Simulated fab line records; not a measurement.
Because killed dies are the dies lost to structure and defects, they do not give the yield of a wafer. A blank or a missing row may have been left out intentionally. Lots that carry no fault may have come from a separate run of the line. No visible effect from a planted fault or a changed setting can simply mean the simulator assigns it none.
Problem report, 8D (eight disciplines) form, completed by code | flow n5-finfet | the parts of the form that need people (team, actions taken, sign-off) are left out

1. THE ISSUE
barrier-field-endpoint-s at N5_BEOL_M3_CMP_52 reads a mean of 32.2 s on 2 wafers of 1 lot; wafers without a fault read 24.7 s with a standard deviation of 0.54. That is +14 standard deviations from the usual mean.
The step: polishes, stops on SiOC, t overpolish 6.8 s, target thk 40 nm.
First seen on wafer L528.1, day 11 12:44, on cmp-04. The record holds 28 wafers of 10 lots with a number at this step. By rule, "out" or "out of limits" means more than 4 standard deviations away from the usual mean. The rest of the wafers with a number are treated as sound.

2. WHAT IT IS, AND WHAT IT ISN'T
question                    | is                       | is not
which readings at this step | barrier-field-endpoint-s | motor-current-A
which lots                  | L528                     | L514, L515, L518, L520, L522, L523, L531, L535, L536
which wafers of those lots  | all that have a number   | -
read on which tools         | cmp-04                   | cmp-01, cmp-02
when                        | from day 11 12:44        | up to then (18 sound wafers); but 8 sound wafers of L531, L535, L536 came after

3. WHAT RULES OUT EACH SUSPECT
Counting: a tool at a process step up to the reading stays a suspect if it ran every lot that is out and no sound lot after the first of them.
- pecvd-03 at N5_BEOL_M3_PECVD_72 (deposits SiO2 from TEOS/O2, target thk 16 nm, time 18 s): kept. It ran the lot that is out, L528 (day 10 19:43), and no sound lot after that; its last sound lot up to then is L520 (day 8 17:21).
- pvd-sputter-01 at N5_BEOL_M3_ANNEAL_82 (time 240 s): ruled out as a lasting fault. After its first lot that is out, L528 (day 11 10:58), sound lots L531, L535 ran on it.
- pvd-sputter-01 at N5_BEOL_M3_SPUTTER_88 (material Cu, target thk 4.5 nm, time 8.29 s): ruled out as a lasting fault. After its first lot that is out, L528 (day 11 11:19), sound lots L531, L535 ran on it.
- pvd-sputter-01 at N5_BEOL_M3_ANNEAL_91 (time 240 s): ruled out as a lasting fault. After its first lot that is out, L528 (day 11 11:37), sound lots L531, L535 ran on it.
- cmp-04 at N5_BEOL_M3_CMP_52 (polishes, stops on SiOC, t overpolish 6.8 s, target thk 40 nm): ruled out as a lasting fault. After its first lot that is out, L528 (day 11 12:44), sound lots L535, L536 ran on it.
After counting, what remains is pecvd-03 at N5_BEOL_M3_PECVD_72.

4. THE CAUSE (what the simulator had put in)
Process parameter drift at N5_BEOL_M3_PECVD_72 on pecvd-03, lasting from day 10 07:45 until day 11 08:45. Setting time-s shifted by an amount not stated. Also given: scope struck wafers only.
Counting left only this tool.

5. THE EFFECT CHAIN, in route order
Rows list readings where the struck wafers' mean (over those with a number) sits beyond 3 standard deviations from the usual. Scope: only readings with a usual standard deviation given in the record; hours: median across lots of the time from each lot's start at the first step in this table that gives one to its start at this step; sigmas: change in usual standard deviations.
hours | step              | reading                  | usual  | on struck wafers | change | sigmas
0     | N5_BEOL_M3_CMP_52 | barrier-field-endpoint-s | 24.7 s | 32.2             | +7.5   | +14
It contains these process steps:
- N5_BEOL_M3_CMP_52: polishes, stops on SiOC, t overpolish 6.8 s, target thk 40 nm.
At these later measuring or inspecting steps, every struck wafer for which the step has a row has a number for every such reading, and none has moved that far: N5_BEOL_M4_RC_MEAS_101.

6. WHAT WOULD HAVE CAUGHT IT SOONER
In this record no reading fell out of limits until day 11 12:44, 29 hours after the fault had begun at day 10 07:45.
Of the tool readings at N5_BEOL_M3_PECVD_72 for which the record gives a usual standard deviation, none was out on any struck wafer, so an alarm limit of 4 standard deviations on them would not have fired.
By day 11 12:44 the whole set of lots that are out, 1 in number, had already begun N5_BEOL_M3_PECVD_72 on pecvd-03. Tool hold at that time: it would have spared none of them.
